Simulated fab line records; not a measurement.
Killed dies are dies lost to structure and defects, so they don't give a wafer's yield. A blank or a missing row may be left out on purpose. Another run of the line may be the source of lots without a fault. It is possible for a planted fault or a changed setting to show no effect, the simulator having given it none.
Chamber matching	flow nand_harc	NHARC_A_STAIRCASE_CMP_152 on cmp-04: 4 sister chambers
The step polishes. 7 wafers are shown with their chamber, then 7 later ones without.

## WAFERS PAIRED WITH THEIR CHAMBERS
wafer	chamber	motor_current_A (A)
L959.6	0	11.3
L962.6	3	9.6
L966.2	1	10.6
L966.3	2	14.5
L966.4	3	10.4
L968.2	1	11.5
L968.3	2	14.3

## WAFERS WITHOUT THEIR CHAMBER
wafer	motor_current_A (A)
L968.6	14.2
L972.1	10.6
L972.2	10.7
L972.3	13.6
L973.1	11.3
L973.2	10.3
L973.6	14.8

## THE CHAMBER EACH PASSED THROUGH
wafer	from the rows above	in truth
L968.6	2	2
L972.1	can't be placed: 1 or 3 or 0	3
L972.2	can't be placed: 1 or 0 or 3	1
L972.3	2	2
L973.1	can't be placed: 0 or 1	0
L973.2	can't be placed: 3 or 1 or 0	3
L973.6	2	2
3 of 7 placed correctly. Cannot be placed on the basis of these rows: 4; the candidates contain the true chamber in 4. Number placed wrongly: 0.
How it was worked out, from the rows above alone: a wafer's distance from a chamber is the root of the sum, over the readings, of the square of ((its reading less the chamber's mean) divided by the reading's scatter). The wafer belongs to the nearest chamber; if the next one is less than 2 further off, it can't be placed. The mean given for a chamber averages the wafers shown for that chamber. The scatter is the square root of a quotient: the sum, over the shown wafers, of each reading's squared deviation from its chamber's mean, divided by wafers minus chambers.
